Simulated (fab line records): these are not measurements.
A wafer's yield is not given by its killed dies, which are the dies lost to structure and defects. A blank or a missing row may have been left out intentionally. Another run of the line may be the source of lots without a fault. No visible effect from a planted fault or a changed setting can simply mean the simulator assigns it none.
Which tool was responsible? / flow nandHarc / Sampling: 14 lots, 42 wafers, 4 of 1302 route steps

## WHAT THE GAUGES READ, wafer by wafer
The record lacks any reading of a measuring or inspecting step that a usual standard deviation could be used to judge.

## EACH LOT AND THE TOOL THAT RAN IT (in order: tool; ch and the chambers of the sampled wafers; start)
lot=L267; NHARC_A_BLC_CVD_24=cvdW-02 ch 0,1, day 23 02:20 or earlier; NHARC_A_M0_ETCH_15=rieDiel-08 ch 1,2, day 23 02:20 or earlier; NHARC_A_M0_PVD_21=pvdSputter-02, day 23 02:20; NHARC_A_M0_PRE_CLEAN_31=pecvd-03 ch 1,2, day 23 03:46
lot=L270; NHARC_A_BLC_CVD_24=cvdW-01 ch 0,1, day 23 21:47 or earlier; NHARC_A_M0_ETCH_15=rieDiel-07 ch 1,2,3, day 23 21:47 or earlier; NHARC_A_M0_PVD_21=pvdSputter-03, day 23 21:47; NHARC_A_M0_PRE_CLEAN_31=pecvd-04 ch 0,1, day 23 23:09
lot=L269; NHARC_A_BLC_CVD_24=cvdW-02 ch 0,1, day 24 03:16 or earlier; NHARC_A_M0_ETCH_15=rieDiel-08 ch 0,1,2, day 24 03:16 or earlier; NHARC_A_M0_PVD_21=pvdSputter-02, day 24 03:16; NHARC_A_M0_PRE_CLEAN_31=pecvd-04 ch 1,2, day 24 04:41
lot=L272; NHARC_A_BLC_CVD_24=cvdW-02 ch 0,1, day 24 08:35 or earlier; NHARC_A_M0_ETCH_15=rieDiel-05 ch 1,3, day 24 08:35 or earlier; NHARC_A_M0_PVD_21=pvdSputter-03, day 24 08:35; NHARC_A_M0_PRE_CLEAN_31=pecvd-01 ch 0,1, day 24 10:00
lot=L271; NHARC_A_BLC_CVD_24=cvdW-01 ch 0, day 24 11:21 or earlier; NHARC_A_M0_ETCH_15=rieDiel-08 ch 1,2,3, day 24 11:21 or earlier; NHARC_A_M0_PVD_21=pvdSputter-03, day 24 11:21; NHARC_A_M0_PRE_CLEAN_31=pecvd-04 ch 0,1, day 24 12:44
lot=L280; NHARC_A_BLC_CVD_24=cvdW-02 ch 0,1, day 27 07:31 or earlier; NHARC_A_M0_ETCH_15=rieDiel-07 ch 1,2,3, day 27 07:31 or earlier; NHARC_A_M0_PVD_21=pvdSputter-02, day 27 07:31; NHARC_A_M0_PRE_CLEAN_31=pecvd-03 ch 0,2, day 27 08:56
lot=L279; NHARC_A_BLC_CVD_24=cvdW-02 ch 0,1, day 27 09:06 or earlier; NHARC_A_M0_ETCH_15=rieDiel-07 ch 0,1, day 27 09:06 or earlier; NHARC_A_M0_PVD_21=pvdSputter-01, day 27 09:06; NHARC_A_M0_PRE_CLEAN_31=pecvd-01 ch 0,1, day 27 10:29
lot=L281; NHARC_A_BLC_CVD_24=cvdW-01 ch 0,1, day 28 22:56 or earlier; NHARC_A_M0_ETCH_15=rieDiel-07 ch 0,1,3, day 28 22:56 or earlier; NHARC_A_M0_PVD_21=pvdSputter-03, day 28 22:56; NHARC_A_M0_PRE_CLEAN_31=pecvd-03 ch 0,1, day 29 00:20
lot=L283; NHARC_A_BLC_CVD_24=cvdW-02 ch 0,1, day 29 21:12 or earlier; NHARC_A_M0_ETCH_15=rieDiel-08 ch 0,1,2, day 29 21:12 or earlier; NHARC_A_M0_PVD_21=pvdSputter-01, day 29 21:12; NHARC_A_M0_PRE_CLEAN_31=pecvd-04 ch 0,1,2, day 29 22:37
lot=L285; NHARC_A_BLC_CVD_24=cvdW-01 ch 0,1, day 30 11:48 or earlier; NHARC_A_M0_ETCH_15=rieDiel-08 ch 0,2,3, day 30 11:48 or earlier; NHARC_A_M0_PVD_21=pvdSputter-01, day 30 11:48; NHARC_A_M0_PRE_CLEAN_31=pecvd-03 ch 1,2, day 30 13:13
lot=L288; NHARC_A_BLC_CVD_24=cvdW-02 ch 0,1, day 31 02:20 or earlier; NHARC_A_M0_ETCH_15=rieDiel-05 ch 1,2,3, day 31 02:20 or earlier; NHARC_A_M0_PVD_21=pvdSputter-03, day 31 02:20; NHARC_A_M0_PRE_CLEAN_31=pecvd-04 ch 0,1, day 31 03:46
lot=L287; NHARC_A_BLC_CVD_24=cvdW-02 ch 0,1, day 31 05:31 or earlier; NHARC_A_M0_ETCH_15=rieDiel-07 ch 0,1,3, day 31 05:31 or earlier; NHARC_A_M0_PVD_21=pvdSputter-03, day 31 05:31; NHARC_A_M0_PRE_CLEAN_31=pecvd-03 ch 0,1,2, day 31 06:55
lot=L289; NHARC_A_BLC_CVD_24=cvdW-02 ch 0,1, day 31 23:11 or earlier; NHARC_A_M0_ETCH_15=rieDiel-07 ch 1,2,3, day 31 23:11 or earlier; NHARC_A_M0_PVD_21=pvdSputter-03, day 31 23:11; NHARC_A_M0_PRE_CLEAN_31=pecvd-04 ch 0,1,2, day 32 00:37
lot=L290; NHARC_A_BLC_CVD_24=cvdW-01 ch 0,1, day 32 00:18 or earlier; NHARC_A_M0_ETCH_15=rieDiel-05 ch 0,1, day 32 00:18 or earlier; NHARC_A_M0_PVD_21=pvdSputter-01, day 32 00:18; NHARC_A_M0_PRE_CLEAN_31=pecvd-04 ch 0,1,2, day 32 01:43
- NHARC_A_BLC_CVD_24: deposits W, target thk 150 nm, time 434 s.
- NHARC_A_M0_ETCH_15: etches the open film in C4F8/Ar, target depth 150 nm, overetch 15 nm, time 82.5 s.
- NHARC_A_M0_PVD_21: deposits Cu, target thk 30 nm, time 20.49 s.
- NHARC_A_M0_PRE_CLEAN_31: time 12 s.

## WHAT THE TOOLS THEMSELVES READ (means of the sampled wafers that have a number; where no wafer has one, the mark that the record gives instead)
NHARC_A_BLC_CVD_24. Usual: heaterPowerW 494 W, standard deviation 31; throttleValvePct 7.93 %, standard deviation 0.25.
lot=L267; tool=cvdW-02; heaterPowerW (W)=464; throttleValvePct (%)=7.77; flag=
lot=L270; tool=cvdW-01; heaterPowerW (W)=508; throttleValvePct (%)=7.92; flag=
lot=L269; tool=cvdW-02; heaterPowerW (W)=493; throttleValvePct (%)=7.85; flag=
lot=L272; tool=cvdW-02; heaterPowerW (W)=465; throttleValvePct (%)=8.00; flag=
lot=L271; tool=cvdW-01; heaterPowerW (W)=506; throttleValvePct (%)=7.65; flag=
lot=L280; tool=cvdW-02; heaterPowerW (W)=469; throttleValvePct (%)=8.06; flag=
lot=L279; tool=cvdW-02; heaterPowerW (W)=490; throttleValvePct (%)=7.93; flag=
lot=L281; tool=cvdW-01; heaterPowerW (W)=508; throttleValvePct (%)=7.75; flag=
lot=L283; tool=cvdW-02; heaterPowerW (W)=511; throttleValvePct (%)=8.17; flag=
lot=L285; tool=cvdW-01; heaterPowerW (W)=509; throttleValvePct (%)=7.88; flag=
lot=L288; tool=cvdW-02; heaterPowerW (W)=490; throttleValvePct (%)=8.16; flag=
lot=L287; tool=cvdW-02; heaterPowerW (W)=500; throttleValvePct (%)=8.06; flag=
lot=L289; tool=cvdW-02; heaterPowerW (W)=475; throttleValvePct (%)=8.10; flag=
lot=L290; tool=cvdW-01; heaterPowerW (W)=494; throttleValvePct (%)=7.56; flag=

NHARC_A_M0_ETCH_15. Usual: oesProductAu 0.957 a.u., standard deviation 0.022; rfVppV 438.5 V, standard deviation 2.4.
lot=L267; tool=rieDiel-08; oesProductAu (a.u.)=0.928; rfVppV (V)=437.2; flag=
lot=L270; tool=rieDiel-07; oesProductAu (a.u.)=0.969; rfVppV (V)=439.8; flag=
lot=L269; tool=rieDiel-08; oesProductAu (a.u.)=0.965; rfVppV (V)=437.3; flag=
lot=L272; tool=rieDiel-05; oesProductAu (a.u.)=0.933; rfVppV (V)=438.3; flag=
lot=L271; tool=rieDiel-08; oesProductAu (a.u.)=0.973; rfVppV (V)=437.0; flag=
lot=L280; tool=rieDiel-07; oesProductAu (a.u.)=0.925; rfVppV (V)=440.0; flag=
lot=L279; tool=rieDiel-07; oesProductAu (a.u.)=0.964; rfVppV (V)=437.7; flag=
lot=L281; tool=rieDiel-07; oesProductAu (a.u.)=0.958; rfVppV (V)=441.7; flag=
lot=L283; tool=rieDiel-08; oesProductAu (a.u.)=0.975; rfVppV (V)=437.2; flag=
lot=L285; tool=rieDiel-08; oesProductAu (a.u.)=0.927; rfVppV (V)=436.9; flag=
lot=L288; tool=rieDiel-05; oesProductAu (a.u.)=0.966; rfVppV (V)=438.5; flag=
lot=L287; tool=rieDiel-07; oesProductAu (a.u.)=0.953; rfVppV (V)=440.5; flag=
lot=L289; tool=rieDiel-07; oesProductAu (a.u.)=0.913; rfVppV (V)=439.4; flag=
lot=L290; tool=rieDiel-05; oesProductAu (a.u.)=0.926; rfVppV (V)=438.9; flag=

NHARC_A_M0_PVD_21. Usual: cathodeDcPowerW 5000.0 W, standard deviation 0.95; chamberPressurePa 5.000 Pa, standard deviation 0.0084; substrateTempC 30.01 C, standard deviation 0.12; throttleValvePct 30.3 %, standard deviation 1.3.
lot=L267; tool=pvdSputter-02; cathodeDcPowerW (W)=4999.1; chamberPressurePa (Pa)=5.005; substrateTempC (C)=29.99; throttleValvePct (%)=30.8; flag=
lot=L270; tool=pvdSputter-03; cathodeDcPowerW (W)=4999.4; chamberPressurePa (Pa)=4.994; substrateTempC (C)=30.02; throttleValvePct (%)=30.1; flag=
lot=L269; tool=pvdSputter-02; cathodeDcPowerW (W)=4999.6; chamberPressurePa (Pa)=5.001; substrateTempC (C)=29.90; throttleValvePct (%)=31.2; flag=
lot=L272; tool=pvdSputter-03; cathodeDcPowerW (W)=-; chamberPressurePa (Pa)=-; substrateTempC (C)=-; throttleValvePct (%)=-; flag=OFF
lot=L271; tool=pvdSputter-03; cathodeDcPowerW (W)=-; chamberPressurePa (Pa)=-; substrateTempC (C)=-; throttleValvePct (%)=-; flag=OFF
lot=L280; tool=pvdSputter-02; cathodeDcPowerW (W)=5000.2; chamberPressurePa (Pa)=5.004; substrateTempC (C)=29.94; throttleValvePct (%)=30.7; flag=
lot=L279; tool=pvdSputter-01; cathodeDcPowerW (W)=4999.7; chamberPressurePa (Pa)=5.005; substrateTempC (C)=29.96; throttleValvePct (%)=30.4; flag=
lot=L281; tool=pvdSputter-03; cathodeDcPowerW (W)=4999.5; chamberPressurePa (Pa)=5.005; substrateTempC (C)=29.92; throttleValvePct (%)=29.0; flag=
lot=L283; tool=pvdSputter-01; cathodeDcPowerW (W)=4999.3; chamberPressurePa (Pa)=5.007; substrateTempC (C)=29.98; throttleValvePct (%)=29.4; flag=
lot=L285; tool=pvdSputter-01; cathodeDcPowerW (W)=4999.6; chamberPressurePa (Pa)=4.996; substrateTempC (C)=30.03; throttleValvePct (%)=30.9; flag=
lot=L288; tool=pvdSputter-03; cathodeDcPowerW (W)=5000.1; chamberPressurePa (Pa)=5.000; substrateTempC (C)=30.05; throttleValvePct (%)=31.0; flag=
lot=L287; tool=pvdSputter-03; cathodeDcPowerW (W)=5000.4; chamberPressurePa (Pa)=4.999; substrateTempC (C)=29.95; throttleValvePct (%)=30.4; flag=
lot=L289; tool=pvdSputter-03; cathodeDcPowerW (W)=5000.0; chamberPressurePa (Pa)=5.003; substrateTempC (C)=30.07; throttleValvePct (%)=30.2; flag=
lot=L290; tool=pvdSputter-01; cathodeDcPowerW (W)=5000.5; chamberPressurePa (Pa)=4.994; substrateTempC (C)=29.93; throttleValvePct (%)=29.7; flag=

NHARC_A_M0_PRE_CLEAN_31. Usual: heaterPowerW 615 W, standard deviation 110.
lot=L267; tool=pecvd-03; heaterPowerW (W)=591; flag=
lot=L270; tool=pecvd-04; heaterPowerW (W)=653; flag=
lot=L269; tool=pecvd-04; heaterPowerW (W)=495; flag=
lot=L272; tool=pecvd-01; heaterPowerW (W)=631; flag=
lot=L271; tool=pecvd-04; heaterPowerW (W)=618; flag=
lot=L280; tool=pecvd-03; heaterPowerW (W)=680; flag=
lot=L279; tool=pecvd-01; heaterPowerW (W)=661; flag=
lot=L281; tool=pecvd-03; heaterPowerW (W)=725; flag=
lot=L283; tool=pecvd-04; heaterPowerW (W)=574; flag=
lot=L285; tool=pecvd-03; heaterPowerW (W)=606; flag=
lot=L288; tool=pecvd-04; heaterPowerW (W)=528; flag=
lot=L287; tool=pecvd-03; heaterPowerW (W)=653; flag=
lot=L289; tool=pecvd-04; heaterPowerW (W)=590; flag=
lot=L290; tool=pecvd-04; heaterPowerW (W)=612; flag=

## THE ANSWER, worked out from the rows above alone
Rule: a lot counts as off when the mean over its wafers that have a number is more than 3 standard deviations away from the usual mean. A lot without any number at a reading at which 4 lots or more have one is off too. Any other lot the step has rows for is counted as sound. Order of review: gauges by route order, followed by the tools' own readings, for which a lot's mean as printed above is used. At the first step where some lot is off, the reading lying furthest off is the one used; lots without a number count as furthest.
Off: L272, L271, at NHARC_A_M0_PVD_21 (cathodeDcPowerW). Without a number there: L272, L271.
A tool fits if, at that step or a process step before it, it ran every lot that is off, and no sound lot after the first of them. NHARC_A_BLC_CVD_24: start missing for some lots; hours and lot order therefore follow NHARC_A_M0_PVD_21. NHARC_A_M0_ETCH_15: start missing for some lots; hours and lot order therefore follow NHARC_A_M0_PVD_21. Not one of the candidates tried fits.

## WHAT THE SIMULATOR HAD INSERTED
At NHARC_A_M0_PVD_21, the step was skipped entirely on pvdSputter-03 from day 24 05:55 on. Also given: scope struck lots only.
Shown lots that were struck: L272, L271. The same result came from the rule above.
